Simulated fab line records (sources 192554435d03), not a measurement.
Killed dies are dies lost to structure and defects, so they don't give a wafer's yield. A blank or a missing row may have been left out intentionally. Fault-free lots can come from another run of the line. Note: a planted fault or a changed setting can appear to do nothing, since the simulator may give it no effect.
Problem report in the 8D (eight disciplines) form, filled by code | flow n5_finfet | the parts of the form that need people (team, actions taken, sign-off) are left out

## 1. WHAT IS WRONG
Mean of killed_at_front_end at N5_PASSIVATION_PROBE_49: 167 across 9 wafers in 3 lots; on wafers with no fault it is 38 (standard deviation 13). Measured from the usual mean, that is +9.9 standard deviations.
Earliest sighting: wafer L236.1 on prober-01 at day 16 13:47. The record holds 9 wafers of 3 lots with a number at this step. By rule, "out" or "out of limits" means more than 4 standard deviations away from the usual mean. Any other wafer with a number is counted as sound.

## 2. WHAT THIS IS AND IS NOT
question                    | is                                                                                                       | is not
which readings at this step | killed_at_front_end, defect_limited_yield, killed_dies, sort_bin_5_function, sort_n_pass, sort_yield_pct | killed_at_M0_to_M3, killed_at_M4_up, killed_at_other, killed_short
which lots                  | L236, L238, L241                                                                                         | -
which wafers of those lots  | all that have a number                                                                                   | -
read on which tools         | prober-01, prober-02                                                                                     | -
when                        | from day 16 13:47                                                                                        | up to then (0 sound wafers)

## 3. WHAT RULES OUT EACH SUSPECT
Counting: a tool stays on the suspect list if, at a process step up to the reading, it processed all lots that are out and no sound lot following the first of them.
- rie_metal-03 at N5_GATE_CUT_CUT_ETCH_53 (etches W in SF6/Cl2, target depth 79.2 nm): kept. It ran every lot that is out, first L236 (day 7 00:04), and no sound lot after that.
- rie_diel-01 at N5_PASSIVATION_STRIP_48 (strips in O2): kept. It ran every lot that is out, first L236 (day 16 11:17), and no sound lot after that.
Left after counting: rie_metal-03 at N5_GATE_CUT_CUT_ETCH_53, rie_diel-01 at N5_PASSIVATION_STRIP_48.

## 4. THE CAUSE (what the simulator had put in)
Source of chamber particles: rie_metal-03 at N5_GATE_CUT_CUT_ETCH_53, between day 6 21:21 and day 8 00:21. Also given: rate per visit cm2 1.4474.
This tool is one of the 2 suspects left after counting.

## 5. THE CHAIN OF EFFECTS, in route order
Each row: a reading whose mean over the struck wafers that have a number lies more than 3 standard deviations from the usual. Only readings for which the record gives a usual standard deviation are gone through. hours: the time from each lot's start at the first step in this table that gives one to its start at this step, as a median over the lots. sigmas: the change in usual standard deviations.
hours | step                    | reading              | usual  | on struck wafers | change | sigmas
0     | N5_PASSIVATION_PROBE_49 | defect_limited_yield | 91.2 % | 80.6             | -10.6  | -7.6
0     | N5_PASSIVATION_PROBE_49 | killed_at_front_end  | 38     | 167              | +129   | +9.9
0     | N5_PASSIVATION_PROBE_49 | killed_dies          | 104    | 229              | +125   | +7.3
0     | N5_PASSIVATION_PROBE_49 | sort_bin_5_function  | 5.1 %  | 11.9             | +6.8   | +7.2
0     | N5_PASSIVATION_PROBE_49 | sort_n_pass          | 1076   | 951              | -125   | -7.3
0     | N5_PASSIVATION_PROBE_49 | sort_yield_pct       | 91.2 % | 80.6             | -10.6  | -7.6
Its process steps:
- N5_PASSIVATION_PROBE_49

## 6. WHAT WOULD HAVE CAUGHT IT SOONER
The fault began at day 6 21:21; the first out-of-limits reading in this record came at day 16 13:47, 232 hours later.
Tool readings at N5_GATE_CUT_CUT_ETCH_53 with a usual standard deviation given in the record: none out on any struck wafer, hence no alarm at a limit of 4 standard deviations on them.
The start of N5_GATE_CUT_CUT_ETCH_53 on rie_metal-03 came by day 16 13:47 for every one of the lots that are out (3). A hold on the tool at that time would have spared none of them.
